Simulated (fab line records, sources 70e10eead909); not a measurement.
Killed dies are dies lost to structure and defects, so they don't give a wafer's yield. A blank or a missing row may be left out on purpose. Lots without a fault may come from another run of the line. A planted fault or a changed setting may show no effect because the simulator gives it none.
Problem report in the 8D (eight disciplines) form, filled by code | flow nand_harc | the parts of the form that need people (team, actions taken, sign-off) are left out

1. THE PROBLEM
oes_product_au at NHARC_A_CONTACT_ETCH_92 reads a mean of 0.74 a.u. on 2 wafers of 2 lots; wafers without a fault read 0.94 a.u. with a standard deviation of 0.035. That is -5.6 standard deviations from the usual mean.
The step: etches the open film in CH3F/O2, target depth 40 nm, time 85.7 s.
First seen on wafer L456.3, day 20 19:19, on rie_diel-03. The record holds 18 wafers of 6 lots with a number at this step. Rule for "out", or "out of limits": more than 4 standard deviations from the usual mean. The other wafers with a number count as sound.

2. WHAT IT IS AND WHAT IT IS NOT
question                    | is                | is not
which readings at this step | oes_product_au    | chamber_pressure_mTorr, drypump_motor_current_A, rf_fwd_power_W, rf_vpp_V, showerhead_plenum_p_Torr, throttle_valve_pct
which lots                  | L456, L461        | L449, L452, L462, L464
which wafers of those lots  | L456.3, L461.4    | L456.1, L456.5, L461.5, L461.6
read on which tools         | rie_diel-03       | rie_diel-06, rie_diel-12
when                        | from day 20 19:19 | up to then (8 sound wafers); but 8 sound wafers of L461, L462, L464 came after

3. SUSPECTS, AND WHAT RULES EACH OUT
Counting: a tool at a process step up to the reading stays a suspect if it ran every lot that is out. Sound lots after the first of them don't rule it out here, since some wafers of a struck lot are sound.
- rie_diel-03 at NHARC_A_CONTACT_ETCH_92 (etches the open film in CH3F/O2, target depth 40 nm, time 85.7 s): kept. It ran every lot that is out, first L456 (day 20 19:19); its last sound lot up to then is L449 (day 19 10:27). Its own readings are out on those wafers: oes_product_au.
- Within rie_diel-03 at NHARC_A_CONTACT_ETCH_92: the wafers that are out ran in chamber 0; their sound lot-mates ran in chambers 1, 2, 3.
Left after counting: rie_diel-03 at NHARC_A_CONTACT_ETCH_92.

4. THE CAUSE (what the simulator had put in)
Process parameter drift: rie_diel-03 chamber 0, from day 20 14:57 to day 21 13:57, at NHARC_A_CONTACT_ETCH_92. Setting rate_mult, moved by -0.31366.
Counting left only this tool.

5. THE CHAIN OF EFFECTS, in route order
Each row: a reading whose mean over the struck wafers that have a number lies more than 3 standard deviations from the usual. Only readings for which the record gives a usual standard deviation are gone through. hours: the time from each lot's start at the first step in this table that gives one to its start at this step, as a median over the lots. sigmas: the change in usual standard deviations.
hours | step                    | reading        | usual     | on struck wafers | change | sigmas
0     | NHARC_A_CONTACT_ETCH_92 | oes_product_au | 0.94 a.u. | 0.74             | -0.19  | -5.6
The process steps in it:
- NHARC_A_CONTACT_ETCH_92: etches the open film in CH3F/O2, target depth 40 nm, time 85.7 s.

6. WHAT WOULD HAVE CAUGHT IT SOONER
In this record the first reading out of limits was taken at day 20 19:19, 4 hours after the fault began at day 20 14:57.
